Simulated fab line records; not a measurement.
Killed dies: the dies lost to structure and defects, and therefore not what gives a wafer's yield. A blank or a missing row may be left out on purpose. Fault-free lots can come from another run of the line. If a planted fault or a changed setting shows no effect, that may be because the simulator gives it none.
fab line records	flow n5-finfet
[record] lots = 7	wafers = 21
route steps=1938 shown WELL_APT@24 FIN_CUT@155 SD_EPI_N@263
start-h: start of the lot's first displayed wafer, in hours after the record's first day	wait-h: how many hours have passed since the lot's step before this one	" identical to the entry in the row above	L1.1+2: a row that stands for several wafers	- either no value or no given start	* or withheld: withheld	< > ~ a bound
route shown NAME@n: names a module that has steps shown in the file, with the first one's number in the route	usual: mean/standard deviation taken from wafers without a fault	same: alike in all rows	chamber/n: place in a boat	sites: each site's reading	_std_site: standard deviation across them	_edge_site: mean of outer sites minus mean of inner sites	radius-mm: for every site, how far away it sits from the centre of the wafer	mask NAME#n: copy n	behind: the most recent tool/chamber to have shaped the wafer	hold: cause of the lot's hold/its duration in hours/its outcome	device: the transistor (n, p or np) that didn't switch	end of line: at the end of the route, the tests of the same wafers	a step given without rows: its recipe and nothing more	killed: count of dies lost to structure and defects at first sort (not the wafer's yield)	map: a wafer's dies, marking killed ones x, the rest . and places with no die _
set.NAME: the setting as run; set.NAME@STEP: as run at that earlier step	model.NAME: the simulator's own value behind a step, which no gauge read
lots where settings were altered on purpose, with a table for each step and a row for each wafer
[[steps]]
[step N5_WELL_APT_EXPOSE_05]
[recipe] mask-id = NWELL	na = 0.8	source-shape = conventional	sigma-outer = 0.8	polarization = unpolarized	defocus-nm = 0	target-cd-nm = 200	dose-mj = 20.3
lot.wafer	tool	chamber	start-h	wait-h	mask	set.dose-mj
L075.1	krf-scanner-01	0	19.52	-	NWELL#0	20.3
L075.4+5	"	0	"	"	NWELL#0	19.02
L080.3+4+6	krf-scanner-02	0	50.29	-	NWELL#0	20.3
L083.3+5+6	krf-scanner-02	0	67.52	-	NWELL#0	20.3
L084.1+2+5	krf-scanner-02	0	73.51	-	NWELL#0	20.3
L085.4+6	krf-scanner-02	0	79.40	-	NWELL#0	20.3
L085.5	"	0	"	"	NWELL#0	21.77
L090.2+3+6	krf-scanner-01	0	109.52	-	NWELL#0	20.3
L092.1+4	krf-scanner-02	0	122.45	-	NWELL#0	20.3
L092.2	"	0	"	"	NWELL#0	18.98
[step N5_WELL_APT_DEVELOP_07]
[recipe] develop-time-s = 45	rinse-liquid = surfactant-rinse	dry = air-spin	dev-temp-c = 21
lot.wafer	tool	chamber	start-h	wait-h	set.develop-time-s
L075.1+4	litho-track-04	0	-	-	45
L075.5	"	0	"	"	51.84
L080.3	litho-track-03	0	-	-	45
L080.4+6	"	0	"	"	48.47
L083.3	litho-track-01	0	-	-	38.98
L083.5+6	"	0	"	"	45
L084.1+2+5	litho-track-04	0	-	-	45
L085.4	litho-track-04	0	-	-	38.89
L085.5+6	"	0	"	"	45
L090.2	litho-track-03	0	-	-	48.63
L090.3+6	"	0	"	"	45
L092.1+2	litho-track-04	0	-	-	45
L092.4	"	0	"	"	54.62
[step N5_WELL_APT_HARDBAKE_12]
[recipe] temp-c = 130	time-s = 120
[step N5_WELL_APT_CD_MEAS_08]
[recipe] target-cd-nm = 200	landing-energy-ev = 500	detector = se-inlens
[usual] cd-nm = 199.5/1.4
lot.wafer	tool	chamber	start-h	wait-h	set.dose-mj@WELL_APT_EXPOSE_05	cd-nm
L075.1	cd-sem-03	0	19.69	-	20.3	199.1
L075.4	"	0	"	"	19.02	187.9
L075.5	"	0	"	"	19.02	189.7
L080.3	cd-sem-02	0	50.45	-	20.3	198.6
L080.4	"	0	"	"	20.3	199.7
L080.6	"	0	"	"	20.3	197.0
L083.3	cd-sem-02	0	67.69	-	20.3	196.7
L083.5	"	0	"	"	20.3	199.5
L083.6	"	0	"	"	20.3	197.7
L084.1	cd-sem-01	0	73.68	-	20.3	197.3
L084.2	"	0	"	"	20.3	199.3
L084.5	"	0	"	"	20.3	197.9
L085.4	cd-sem-03	0	79.56	-	20.3	198.2
L085.5	"	0	"	"	21.77	210.4
L085.6	"	0	"	"	20.3	200.1
L090.2	cd-sem-01	0	109.68	-	20.3	198.4
L090.3	"	0	"	"	20.3	201.7
L090.6	"	0	"	"	20.3	201.2
L092.1	cd-sem-03	0	122.62	-	20.3	200.2
L092.2	"	0	"	"	18.98	188.8
L092.4	"	0	"	"	20.3	201.3
[step N5_WELL_APT_DESCUM_13]
[recipe] chemistry = O2	time-s = 7.9	source-power-w = 50	bias-power-w = 20	pressure-mtorr = 20	rf-frequency-hz = 2.712e+07	temp-c = 40	o2-flow-sccm = 225
lot.wafer	tool	chamber	start-h	wait-h	set.dose-mj@WELL_APT_EXPOSE_05	model.WELL_APT.cd-nm
L075.1	rie-diel-06	3	19.78	0.0	20.3	199.3
L075.4	"	2	"	"	19.02	188
L075.5	"	2	"	"	19.02	190.4
L080.3	rie-diel-03	0	50.56	0.1	20.3	198.5
L080.4	"	0	"	"	20.3	200
L080.6	"	2	"	"	20.3	196.6
L083.3	rie-diel-02	3	67.98	0.2	20.3	196.3
L083.5	"	2	"	"	20.3	199.5
L083.6	"	0	"	"	20.3	197.9
L084.1	rie-diel-03	0	73.77	0.0	20.3	197.6
L084.2	"	1	"	"	20.3	199.1
L084.5	"	3	"	"	20.3	197.8
L085.4	rie-diel-02	0	79.68	0.1	20.3	198.6
L085.5	"	1	"	"	21.77	210.6
L085.6	"	3	"	"	20.3	199.7
L090.2	rie-diel-03	3	110.77	1.0	20.3	198.1
L090.3	"	1	"	"	20.3	201.3
L090.6	"	0	"	"	20.3	201.4
L092.1	rie-diel-02	0	122.71	0.0	20.3	200.5
L092.2	"	3	"	"	18.98	188.8
L092.4	"	2	"	"	20.3	201.6
[step N5_WELL_APT_PEB_23]
[recipe] peb-temp-c = 130	peb-time-s = 90
lot.wafer	tool	chamber	start-h	wait-h	set.peb-temp-c
L075.1+4	litho-track-03	0	20.72	0.1	127.2
L075.5	"	0	"	"	130
L080.3	litho-track-01	0	51.61	0.0	130
L080.4+6	"	0	"	"	132
L083.3+5+6	litho-track-03	0	68.90	0.0	130
L084.1+2+5	litho-track-04	0	74.82	0.1	130
L085.4+5	litho-track-03	0	80.74	0.0	130
L085.6	"	0	"	"	127.9
L090.2+6	litho-track-03	0	111.68	0.0	130
L090.3	"	0	"	"	132.9
L092.1+4	litho-track-03	0	123.75	0.1	126.3
L092.2	"	0	"	"	130
[step N5_WELL_APT_DEVELOP_24]
[recipe] develop-time-s = 45	rinse-liquid = surfactant-rinse	dry = air-spin	dev-temp-c = 21
[step N5_WELL_APT_HARDBAKE_29]
[recipe] temp-c = 130	time-s = 120
[step N5_WELL_APT_CD_MEAS_25]
[recipe] target-cd-nm = 200	landing-energy-ev = 500	detector = se-inlens
[usual] cd-nm = 199.7/2.1
lot.wafer	tool	chamber	start-h	wait-h	set.peb-temp-c@WELL_APT_PEB_23	cd-nm
L075.1	cd-sem-03	0	20.83	-	127.2	177.2
L075.4	"	0	"	"	127.2	178.1
L075.5	"	0	"	"	130	194.6
L080.3	cd-sem-01	0	51.73	-	130	203.0
L080.4	"	0	"	"	132	205.9
L080.6	"	0	"	"	132	211.2
L083.3	cd-sem-01	0	69.02	-	130	201.3
L083.5	"	0	"	"	130	193.9
L083.6	"	0	"	"	130	201.7
L084.1	cd-sem-03	0	74.93	-	130	198.7
L084.2	"	0	"	"	130	200.9
L084.5	"	0	"	"	130	200.3
L085.4	cd-sem-03	0	80.86	-	130	207.1
L085.5	"	0	"	"	130	210.0
L085.6	"	0	"	"	127.9	187.4
L090.2	cd-sem-01	0	111.80	-	130	202.1
L090.3	"	0	"	"	132.9	213.3
L090.6	"	0	"	"	130	200.2
L092.1	cd-sem-01	0	123.86	-	126.3	171.4
L092.2	"	0	"	"	130	199.2
L092.4	"	0	"	"	126.3	174.0
[step N5_WELL_APT_DESCUM_30]
[recipe] chemistry = O2	time-s = 7.9	source-power-w = 50	bias-power-w = 20	pressure-mtorr = 20	rf-frequency-hz = 2.712e+07	temp-c = 40	o2-flow-sccm = 225
lot.wafer	tool	chamber	start-h	wait-h	set.peb-temp-c@WELL_APT_PEB_23	model.WELL_APT.cd-nm
L075.1	rie-diel-02	0	20.92	0.0	127.2	176.9
L075.4	"	3	"	"	127.2	178.3
L075.5	"	0	"	"	130	194.7
L080.3	rie-diel-02	0	52.59	0.8	130	203
L080.4	"	2	"	"	132	206
L080.6	"	0	"	"	132	211.3
L083.3	rie-diel-02	3	69.10	0.0	130	201.1
L083.5	"	3	"	"	130	193.9
L083.6	"	2	"	"	130	201.4
L084.1	rie-diel-03	1	75.02	0.0	130	198.9
L084.2	"	3	"	"	130	201.1
L084.5	"	0	"	"	130	200.4
L085.4	rie-diel-02	0	81.11	0.2	130	207.4
L085.5	"	1	"	"	130	210.1
L085.6	"	3	"	"	127.9	187.4
L090.2	rie-diel-02	2	112.13	0.3	130	202.2
L090.3	"	0	"	"	132.9	213.4
L090.6	"	2	"	"	130	200.5
L092.1	rie-diel-02	0	123.95	0.0	126.3	171.1
L092.2	"	2	"	"	130	199
L092.4	"	3	"	"	126.3	174.2
[step N5_FIN_CUT_COAT_19]
[recipe] resist = SiARC	temp-c = 220	time-s = 60	spin-rpm = 1500	resist-thk-nm = 20
lot.wafer	tool	chamber	start-h	wait-h	set.spin-rpm	model.SiARC_of_FIN_CUT_COAT_19.thk-nm
L075.1	litho-track-01	0	-	-	1500	20
L075.4+5	"	0	"	"	1588	19.4
L080.3+4+6	litho-track-04	0	-	-	1500	20
L083.3+6	litho-track-02	0	-	-	1418	20.6
L083.5	"	0	"	"	1500	20.2
L084.1+2	litho-track-02	0	-	-	1500	20
L084.5	"	0	"	"	1500	20.2
L085.4+5+6	litho-track-02	0	-	-	1500	20
L090.2+3+6	litho-track-02	0	-	-	1500	20
L092.1	litho-track-04	0	-	-	1596	19.4
L092.2+4	"	0	"	"	1500	19.8
[step N5_FIN_CUT_COAT_29]
[recipe] resist = underlayer	temp-c = 205	time-s = 60	spin-rpm = 1500	resist-thk-nm = 10
[step N5_FIN_CUT_COAT_02]
[recipe] resist = CAR-EUV	spin-rpm = 1500	resist-thk-nm = 30
[step N5_FIN_CUT_DESCUM_13]
[recipe] chemistry = O2	time-s = 7	source-power-w = 50	bias-power-w = 20	pressure-mtorr = 20	rf-frequency-hz = 2.712e+07	temp-c = 40	resist = CAR-EUV	o2-flow-sccm = 225
[step N5_FIN_CUT_ETCH_30]
[recipe] chemistry = N2/H2	target = underlayer	target-depth-a = 130	mask-material = CAR-EUV	time-s = 10.4	ion-energy-ev = 200	pressure-mtorr = 30	source-w = 840	bias-w = 150	n2-flow-sccm = 200	h2-flow-sccm = 200	ends = cleared
[step N5_FIN_CUT_ETCH_20]
[recipe] chemistry = CF4	target = SiARC	target-depth-a = 260	mask-material = CAR-EUV	time-s = 43.3	ion-energy-ev = 80	pressure-mtorr = 40	source-w = 545	bias-w = 36	Ar_flow_sccm = 100	cf4-flow-sccm = 100	ends = cleared
lot.wafer	tool	chamber	start-h	wait-h	set.spin-rpm@FIN_CUT_COAT_19	model.etch.depth-nm
L075.1	rie-diel-01	0	33.84	0.0	1500	19.99
L075.4	"	1	"	"	1588	19.47
L075.5	"	3	"	"	1588	19.41
L080.3	rie-diel-05	3	68.00	0.0	1500	19.91
L080.4	"	0	"	"	1500	20
L080.6	"	3	"	"	1500	20.06
L083.3	rie-diel-01	1	80.85	0.0	1418	20.57
L083.5	"	3	"	"	1500	20.13
L083.6	"	0	"	"	1418	20.63
L084.1	rie-diel-04	1	86.69	0.0	1500	20.06
L084.2	"	3	"	"	1500	20.01
L084.5	"	3	"	"	1500	20.11
L085.4	rie-diel-04	1	92.88	0.0	1500	19.94
L085.5+6	"	1,2	"	"	1500	19.97
L090.2	rie-diel-05	1	124.71	0.0	1500	20.01
L090.3	"	0	"	"	1500	19.98
L090.6	"	1	"	"	1500	19.97
L092.1	rie-diel-04	0	135.53	0.0	1596	19.37
L092.2	"	3	"	"	1500	19.87
L092.4	"	1	"	"	1500	19.88
[step N5_FIN_CUT_CUT_ETCH_26]
[recipe] chemistry = CH3F/O2	target = SiNx	target-depth-a = 390	mask-material = SOC	time-s = 55.7	pressure-mtorr = 30	source-w = 395	bias-w = 73	Ar_flow_sccm = 150	CH3F_flow_sccm = 30	O2_flow_sccm = 20	ion-energy-ev = 120
lot.wafer	tool	chamber	start-h	wait-h	set.time-s	model.etch.depth-nm	model.SOC_of_FIN_CUT_COAT_18.thk-nm
L075.1	rie-diel-01	0	34.23	0.0	55.7	39.38	211.2
L075.4	"	1	"	"	50.04	35.53	212.8
L075.5	"	3	"	"	55.7	39.05	211.6
L080.3	rie-diel-05	3	68.38	0.0	44.7	29.91	215.4
L080.4	"	0	"	"	44.7	30.67	215.2
L080.6	"	3	"	"	55.7	37.09	212
L083.3	rie-diel-01	1	81.23	0.0	55.7	39.24	211
L083.5	"	3	"	"	55.7	38.76	211.8
L083.6	"	0	"	"	55.7	39.36	211.6
L084.1	rie-diel-04	1	87.07	0.0	55.7	39.21	211.8
L084.2	"	3	"	"	55.7	38	212.2
L084.5	"	3	"	"	55.7	38.27	211.4
L085.4	rie-diel-04	1	93.27	0.0	55.7	39.52	210.6
L085.5	"	1	"	"	50.78	35.36	212.6
L085.6	"	2	"	"	55.7	40.38	210
L090.2	rie-diel-05	1	125.09	0.0	55.7	38.65	211.8
L090.3	"	0	"	"	55.7	39.15	211.6
L090.6	"	1	"	"	48.73	33.99	213.8
L092.1	rie-diel-04	0	135.92	0.0	49.57	34.13	213.8
L092.2	"	3	"	"	49.57	33.6	213.6
L092.4	"	1	"	"	55.7	39.11	211.2
[step N5_SD_EPI_N_COAT_33]
[recipe] resist = SiARC	temp-c = 220	time-s = 60	spin-rpm = 1500	resist-thk-nm = 35
lot.wafer	tool	chamber	start-h	wait-h	set.spin-rpm	model.SiARC_of_SD_EPI_N_COAT_33.thk-nm
L075.1+4+5	litho-track-04	0	-	-	1568	34.2
L080.3+6	litho-track-03	0	-	-	1500	35
L080.4	"	0	"	"	1500	35.2
L083.3	litho-track-04	0	-	-	1500	35
L083.5+6	"	0	"	"	1445	35.6
L084.1+2+5	litho-track-03	0	-	-	1500	35
L085.4+6	litho-track-03	0	-	-	1500	35
L085.5	"	0	"	"	1339	37
L090.2	litho-track-03	0	-	-	1580	34.4
L090.3+6	"	0	"	"	1500	35.2
L092.1	litho-track-04	0	-	-	1403	36
L092.2	"	0	"	"	1500	34.8
L092.4	"	0	"	"	1403	36.2
[step N5_SD_EPI_N_COAT_03]
[recipe] resist = CAR-ArF-block	spin-rpm = 1500	resist-thk-nm = 150
[step N5_SD_EPI_N_EBR_05]
[recipe] solvent = PGMEA	ebr-width-mm = 1.5
[step N5_SD_EPI_N_DESCUM_14]
[recipe] chemistry = O2	time-s = 7.9	source-power-w = 50	bias-power-w = 20	pressure-mtorr = 20	rf-frequency-hz = 2.712e+07	temp-c = 40	resist = CAR-ArF-block	o2-flow-sccm = 225
[step N5_SD_EPI_N_ETCH_34]
[recipe] chemistry = CF4	target = SiARC	target-depth-a = 455	mask-material = CAR-ArF-block	time-s = 75.8	ion-energy-ev = 80	pressure-mtorr = 40	source-w = 545	bias-w = 36	Ar_flow_sccm = 100	cf4-flow-sccm = 100	ends = cleared
lot.wafer	tool	chamber	start-h	wait-h	set.spin-rpm@SD_EPI_N_COAT_33	model.etch.depth-nm	model.CAR-ArF-block_of_SD_EPI_N_COAT_03.thk-nm
L075.1	rie-diel-03	3	58.57	0.0	1568	34.15	112.2
L075.4	"	0	"	"	1568	34.22	112
L075.5	"	3	"	"	1568	34.15	112
L080.3	rie-diel-03	0	89.61	0.0	1500	35.03	112
L080.4	"	1	"	"	1500	35.11	111.6
L080.6	"	3	"	"	1500	35.04	111.8
L083.3	rie-diel-03	0	104.50	0.0	1500	34.92	110.6
L083.5	"	2	"	"	1445	35.66	110.4
L083.6	"	1	"	"	1445	35.63	110.4
L084.1	rie-diel-03	1	108.54	0.0	1500	35.07	112
L084.2	"	0	"	"	1500	35.02	111.2
L084.5	"	1	"	"	1500	34.94	111.2
L085.4	rie-diel-03	1	117.96	0.0	1500	34.97	111.2
L085.5	"	3	"	"	1339	37.05	109.6
L085.6	"	0	"	"	1500	34.92	111.6
L090.2	rie-diel-02	1	153.19	0.0	1580	34.32	111.8
L090.3	"	3	"	"	1500	35.24	111
L090.6	"	0	"	"	1500	35.13	111
L092.1	rie-diel-02	0	157.50	0.0	1403	35.97	110.6
L092.2	"	3	"	"	1500	34.83	111
L092.4	"	1	"	"	1403	36.1	110.4
[step N5_SD_EPI_N_ETCH_35]
[recipe] chemistry = N2/H2	target = SOC	overetch-a = 1080	mask-material = SiARC	temp-c = 40	ion-energy-ev = 100	source-w = 3000	bias-w = 133	pressure-mtorr = 20	time-s = 486	n2-flow-sccm = 200	h2-flow-sccm = 200
lot.wafer	tool	chamber	start-h	wait-h	set.spin-rpm@SD_EPI_N_COAT_33	model.SiARC_of_SD_EPI_N_COAT_33.thk-nm
L075.1	rie-diel-03	3	58.62	0.0	1568	18.4
L075.4+5	"	0,3	"	"	1568	18.6
L080.3+6	rie-diel-03	0,3	89.66	0.0	1500	19.6
L080.4	"	1	"	"	1500	20.2
L083.3	rie-diel-03	0	104.56	0.0	1500	19.6
L083.5	"	2	"	"	1445	20.4
L083.6	"	1	"	"	1445	20.8
L084.1	rie-diel-03	1	108.60	0.0	1500	20
L084.2	"	0	"	"	1500	19.6
L084.5	"	1	"	"	1500	20.2
L085.4	rie-diel-03	1	118.01	0.0	1500	20
L085.5	"	3	"	"	1339	21.4
L085.6	"	0	"	"	1500	19.4
L090.2	rie-diel-02	1	153.24	0.0	1580	19.8
L090.3+6	"	3,0	"	"	1500	20.4
L092.1	rie-diel-02	0	157.56	0.0	1403	21.4
L092.2	"	3	"	"	1500	20
L092.4	"	1	"	"	1403	21.6
[step N5_SD_EPI_N_ETCH_16]
[recipe] chemistry = CHF3/O2	target = SiO2	target-depth-a = 50	mask-material = SOC	pressure-mtorr = 30	source-w = 650	bias-w = 170	Ar_flow_sccm = 200	CHF3_flow_sccm = 50	O2_flow_sccm = 5	ion-energy-ev = 200
lot.wafer	tool	chamber	start-h	wait-h	set.target-depth-a	model.etch.depth-nm
L075.1	rie-diel-03	3	59.15	0.1	50	5.087
L075.4	"	0	"	"	53.97	5.411
L075.5	"	3	"	"	50	5.026
L080.3	rie-diel-03	0	90.19	0.1	46.25	4.629
L080.4	"	1	"	"	46.25	4.545
L080.6	"	3	"	"	46.25	4.711
L083.3	rie-diel-03	0	105.08	0.1	47.54	4.797
L083.5	"	2	"	"	50	5.054
L083.6	"	1	"	"	47.54	4.634
L084.1	rie-diel-03	1	109.12	0.1	50	4.864
L084.2	"	0	"	"	50	5
L084.5	"	1	"	"	50	4.881
L085.4	rie-diel-03	1	118.54	0.1	50	4.856
L085.5	"	3	"	"	50	5.028
L085.6	"	0	"	"	54.29	5.411
L090.2	rie-diel-02	1	153.77	0.1	50	4.855
L090.3	"	3	"	"	50	4.909
L090.6	"	0	"	"	50	4.866
L092.1	rie-diel-02	0	158.08	0.1	50	4.841
L092.2	"	3	"	"	50	4.952
L092.4	"	1	"	"	50	4.87
[[key]]
[split] step = N5_WELL_APT_EXPOSE_05	setting = dose-mj	stated = 20.3	by = wafer
[response] step = N5_WELL_APT_CD_MEAS_08	reading = cd-nm	change = +1.67	per = 1%	r = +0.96
[response] step = N5_WELL_APT_DESCUM_13	reading = model.WELL_APT.cd-nm	change = +1.68	per = 1%	r = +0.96
[split] step = N5_WELL_APT_DEVELOP_07	setting = develop-time-s	stated = 45	by = wafer
response none clear
[split] step = N5_WELL_APT_PEB_23	setting = peb-temp-c	stated = 130	by = wafer
[response] step = N5_WELL_APT_CD_MEAS_25	reading = cd-nm	change = +8	per = 1%	r = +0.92
[response] step = N5_WELL_APT_DESCUM_30	reading = model.WELL_APT.cd-nm	change = +8.02	per = 1%	r = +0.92
[split] step = N5_FIN_CUT_COAT_19	setting = spin-rpm	stated = 1500	by = wafer
[response] step = N5_FIN_CUT_COAT_19	reading = model.SiARC_of_FIN_CUT_COAT_19.thk-nm	change = -0.0785	per = 1%	r = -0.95
[response] step = N5_FIN_CUT_ETCH_20	reading = model.etch.depth-nm	change = -0.0857	per = 1%	r = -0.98
[split] step = N5_FIN_CUT_CUT_ETCH_26	setting = time-s	stated = 55.7	by = wafer
[response] step = N5_FIN_CUT_CUT_ETCH_26	reading = model.etch.depth-nm	change = +0.391	per = 1%	r = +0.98
[response] step = N5_FIN_CUT_CUT_ETCH_26	reading = model.SOC_of_FIN_CUT_COAT_18.thk-nm	change = -0.181	per = 1%	r = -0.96
[split] step = N5_SD_EPI_N_COAT_33	setting = spin-rpm	stated = 1500	by = wafer
[response] step = N5_SD_EPI_N_COAT_33	reading = model.SiARC_of_SD_EPI_N_COAT_33.thk-nm	change = -0.183	per = 1%	r = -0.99
[response] step = N5_SD_EPI_N_ETCH_34	reading = model.etch.depth-nm	change = -0.19	per = 1%	r = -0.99
[response] step = N5_SD_EPI_N_ETCH_34	reading = model.CAR-ArF-block_of_SD_EPI_N_COAT_03.thk-nm	change = +0.139	per = 1%	r = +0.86
[response] step = N5_SD_EPI_N_ETCH_35	reading = model.SiARC_of_SD_EPI_N_COAT_33.thk-nm	change = -0.175	per = 1%	r = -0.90
[split] step = N5_SD_EPI_N_ETCH_16	setting = target-depth-a	stated = 50	by = wafer
[response] step = N5_SD_EPI_N_ETCH_16	reading = model.etch.depth-nm	change = +0.0529	per = 1%	r = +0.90
